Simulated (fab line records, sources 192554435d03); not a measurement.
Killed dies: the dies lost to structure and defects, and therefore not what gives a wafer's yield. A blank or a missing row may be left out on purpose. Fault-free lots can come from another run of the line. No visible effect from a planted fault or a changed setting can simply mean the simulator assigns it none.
Matching of chambers | flow n5 finfet | 4 sister chambers for N5_SD_EPI_N_ETCH_34 on rie diel-02
The step etches SiARC in CF4, target depth 45.5 nm, time 75.8 s. 4 wafers are shown with their chamber, then 7 later ones without.

== WAFERS WITH THEIR CHAMBER ==
wafer  | chamber | drypump motor current A (A)
L079.4 | 2       | 5.6
L085.4 | 1       | 4.8
L086.1 | 3       | 5.9
L086.3 | 0       | 5.5

== WAFERS WITHOUT THEIR CHAMBER ==
wafer  | drypump motor current A (A)
L086.5 | 5.8
L093.2 | 5.6
L093.3 | 4.8
L093.4 | 5.6
L096.1 | 5.9
L096.5 | 5.6
L096.6 | 4.8

== THE CHAMBER EACH PASSED THROUGH ==
wafer  | from the rows above | in truth
L086.5 | 3                   | 3
L093.2 | 2                   | 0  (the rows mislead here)
L093.3 | 1                   | 1
L093.4 | 2                   | 2
L096.1 | 3                   | 3
L096.5 | 2                   | 2
L096.6 | 1                   | 1
Placed correctly: 6 of 7. From these rows, 0 cannot be placed. 1 placed wrongly.
How it was worked out, from the rows above alone: a wafer's distance from a chamber is the root of the sum, over the readings, of the square of ((its reading less the chamber's mean) divided by the reading's scatter). If the next closest chamber is less than 2 further off than the closest, the wafer can't be placed; otherwise it belongs to the closest. For every chamber, the mean is computed from those of its wafers that are shown. The scatter: root of mean squared gap, hidden wafer to nearest shown wafer, with one shown wafer a chamber.
